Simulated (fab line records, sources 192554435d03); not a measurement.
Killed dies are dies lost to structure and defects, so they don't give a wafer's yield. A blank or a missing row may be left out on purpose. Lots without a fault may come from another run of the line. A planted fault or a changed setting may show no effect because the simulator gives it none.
Which tool did it? | flow n5_finfet | 10 lots, 28 wafers sampled, at 6 steps of a route of 1938

WHAT THE GAUGES READ, wafer by wafer
N5_BEOL_M5_THK_MEAS_53: measures by xrf.
lot  | measured     | on            | M5_THK (nm)
L449 | day 8 18:17  | film_metro-02 | 57.4 63.9 60.1
L451 | day 8 21:14  | film_metro-02 | 58.5 59.2 58.3
L454 | day 9 17:14  | film_metro-02 | 60.7 58.9 63.8
L453 | day 9 18:28  | film_metro-02 | 59.4 62.3 56.4
L457 | day 10 11:41 | film_metro-02 | 57.1 58.6
L456 | day 10 12:09 | film_metro-02 | 62.8 60.8 61.9
L458 | day 10 19:19 | film_metro-02 | 61.4 62.0 63.1
L460 | day 11 10:28 | film_metro-01 | 62.2 58.1
L462 | day 12 01:17 | film_metro-01 | 64.2 59.7 56.8
L464 | day 12 11:39 | film_metro-02 | 59.5 60.2 60.4

N5_BEOL_M6_INSPECT_13: inspects for defects (brightfield).
lot  | measured     | on                | raw_defect_count
L449 | day 8 20:37  | defect_inspect-02 | 383 344 414
L451 | day 8 23:32  | defect_inspect-01 | 408 410 424
L454 | day 9 19:06  | defect_inspect-01 | 421 632 369
L453 | day 9 21:36  | defect_inspect-02 | 247 335 319
L457 | day 10 16:28 | defect_inspect-01 | 290 374
L456 | day 10 16:38 | defect_inspect-02 | 324 278 309
L458 | day 10 20:48 | defect_inspect-01 | 517 520 447
L460 | day 11 12:26 | defect_inspect-01 | 334 348
L462 | day 12 06:01 | defect_inspect-02 | 606 764 668
L464 | day 12 15:05 | defect_inspect-01 | 720 616 824

N5_BEOL_M6_INSPECT_30: inspects for defects (brightfield).
lot  | measured     | on                | raw_defect_count
L449 | day 8 22:16  | defect_inspect-01 | 420 358 452
L451 | day 9 00:38  | defect_inspect-01 | 394 450 427
L454 | day 9 21:18  | defect_inspect-01 | 407 637 371
L453 | day 9 23:28  | defect_inspect-02 | 237 338 315
L457 | day 10 17:55 | defect_inspect-01 | 302 400
L456 | day 10 18:04 | defect_inspect-02 | 322 280 318
L458 | day 10 23:32 | defect_inspect-01 | 497 543 446
L460 | day 11 14:10 | defect_inspect-01 | 334 360
L462 | day 12 09:20 | defect_inspect-02 | 579 734 672
L464 | day 12 17:20 | defect_inspect-02 | 700 603 779

WHICH TOOL RAN EACH LOT (tool, then ch and the chambers of the sampled wafers, then the start)
lot  | N5_BEOL_M6_ILD_DEP_00           | N5_BEOL_M6_PECVD_70             | N5_BEOL_M6_HM_OPEN_17
L449 | pecvd-04 ch 1,2, day 8 18:40    | pecvd-04 ch 1,2, day 8 19:19    | rie_metal-02 ch 0,1, day 8 20:59
L451 | pecvd-03 ch 0,1, day 8 21:36    | pecvd-02 ch 1,2, day 8 22:13    | rie_metal-02 ch 0,1, day 8 23:53
L454 | pecvd-03 ch 0,1, day 9 17:37    | pecvd-03 ch 1,2, day 9 18:14    | rie_metal-02 ch 0,1, day 9 19:25
L453 | pecvd-03 ch 0,2, day 9 18:50    | pecvd-04 ch 0,2, day 9 19:28    | rie_metal-03 ch 0,1, day 9 21:55
L457 | pecvd-02 ch 0, day 10 12:05     | pecvd-04 ch 0,1, day 10 12:43   | rie_metal-01 ch 1, day 10 16:47
L456 | pecvd-02 ch 0,1, day 10 12:33   | pecvd-04 ch 0,2, day 10 13:10   | rie_metal-01 ch 0,1, day 10 16:59
L458 | pecvd-04 ch 0,2, day 10 19:42   | pecvd-02 ch 0,1,2, day 10 20:19 | rie_metal-01 ch 0,1, day 10 21:10
L460 | pecvd-03 ch 2, day 11 10:47     | pecvd-04 ch 0,1, day 11 11:25   | rie_metal-02 ch 0,1, day 11 12:45
L462 | pecvd-02 ch 1,2, day 12 01:50   | pecvd-04 ch 0,2, day 12 02:26   | rie_metal-01 ch 0,1, day 12 06:32
L464 | pecvd-03 ch 0,1,2, day 12 12:08 | pecvd-04 ch 0,2, day 12 12:45   | rie_metal-01 ch 0,1, day 12 15:23
- N5_BEOL_M6_ILD_DEP_00: deposits SiCOH lowk from DEMS/porogen, target thk 179.75 nm, time 33.4 s.
- N5_BEOL_M6_PECVD_70: deposits SiO2 from TEOS/O2, target thk 20 nm, time 22.7 s.
- N5_BEOL_M6_HM_OPEN_17: chemistry Cl2/BCl3, target TiN, target depth 20 nm, overetch 6 nm.

WHAT THE TOOLS THEMSELVES READ (means of the sampled wafers that have a number; where no wafer has one, the mark that the record gives instead)
N5_BEOL_M6_ILD_DEP_00.
lot  | tool     | chamber_pressure_Torr (Torr) | heater_power_w (W) | showerhead_plenum_p_Torr (Torr) | throttle_valve_pct (%)
L449 | pecvd-04 | 5.011                        | 292                | 5.743                           | 14.0
L451 | pecvd-03 | 5.004                        | 280                | 5.717                           | 15.0
L454 | pecvd-03 | 5.008                        | 273                | 5.716                           | 14.5
L453 | pecvd-03 | 5.000                        | 314                | 5.732                           | 14.7
L457 | pecvd-02 | 5.014                        | 394                | 5.744                           | 12.9
L456 | pecvd-02 | 5.016                        | 337                | 5.746                           | 14.1
L458 | pecvd-04 | 5.003                        | 342                | 5.726                           | 14.5
L460 | pecvd-03 | 4.987                        | 332                | 5.759                           | 13.3
L462 | pecvd-02 | 5.002                        | 282                | 5.741                           | 14.2
L464 | pecvd-03 | 4.997                        | 304                | 5.739                           | 14.2

N5_BEOL_M6_PECVD_70.
lot  | tool     | chamber_pressure_Torr (Torr) | heater_power_w (W) | showerhead_plenum_p_Torr (Torr) | throttle_valve_pct (%)
L449 | pecvd-04 | 5.503                        | 735                | 8.77                            | 21.9
L451 | pecvd-02 | 5.502                        | 668                | 8.76                            | 23.9
L454 | pecvd-03 | 5.507                        | 733                | 8.83                            | 22.0
L453 | pecvd-04 | 5.503                        | 690                | 8.71                            | 22.4
L457 | pecvd-04 | 5.498                        | 716                | 8.79                            | 23.7
L456 | pecvd-04 | 5.511                        | 770                | 8.72                            | 23.3
L458 | pecvd-02 | 5.496                        | 722                | 8.77                            | 22.1
L460 | pecvd-04 | 5.485                        | 757                | 8.79                            | 23.8
L462 | pecvd-04 | 5.504                        | 717                | 8.71                            | 22.3
L464 | pecvd-04 | 5.499                        | 753                | 8.73                            | 22.3

N5_BEOL_M6_HM_OPEN_17.
lot  | tool         | bcl3_flow_sccm (sccm) | bias_w (W) | drypump_motor_current_A (A) | oes_product_au (a.u.) | throttle_valve_pct (%)
L449 | rie_metal-02 | 21.73                 | 125.9      | 6.0                         | 0.63                  | 22.53
L451 | rie_metal-02 | 21.73                 | 126.4      | 6.2                         | 0.65                  | 22.48
L454 | rie_metal-02 | 21.80                 | 125.7      | 6.2                         | 0.66                  | 22.49
L453 | rie_metal-03 | 21.79                 | 125.9      | 6.0                         | 0.60                  | 22.26
L457 | rie_metal-01 | 21.74                 | 125.8      | 4.9                         | 0.68                  | 21.98
L456 | rie_metal-01 | 21.80                 | 126.2      | 5.1                         | 0.67                  | 22.07
L458 | rie_metal-01 | 21.69                 | 126.2      | 5.1                         | 0.67                  | 22.07
L460 | rie_metal-02 | 21.65                 | 126.1      | 6.1                         | 0.63                  | 22.51
L462 | rie_metal-01 | 21.70                 | 126.1      | 5.1                         | 0.65                  | 22.11
L464 | rie_metal-01 | 21.76                 | 125.6      | 5.1                         | 0.65                  | 22.11

THE ANSWER, worked out from the rows above alone
Rule: what is usual is taken from the lots themselves. Put in order of their means at a reading, lots are off if they are a third of the lots or fewer, leave a main group of 4 or more, and stand apart from it by a gap of 3 or more times the standard deviation of the main group's means; of several such gaps the widest counts. A main group whose means are all the same, to the digits that the tables above print for the reading, isn't used. A lot without any number at a reading at which 4 lots or more have one is off too. The other lots that the step has rows for count as sound. The gauges are gone through in route order, then the tools' own readings, and for those a lot's mean is taken as printed above. The first step at which some lot is off is used, and at that step the reading that is off furthest; a lot without a number counts as furthest.
No lot is off at any reading shown: from this, nothing can be told.

WHAT THE SIMULATOR HAD PUT IN
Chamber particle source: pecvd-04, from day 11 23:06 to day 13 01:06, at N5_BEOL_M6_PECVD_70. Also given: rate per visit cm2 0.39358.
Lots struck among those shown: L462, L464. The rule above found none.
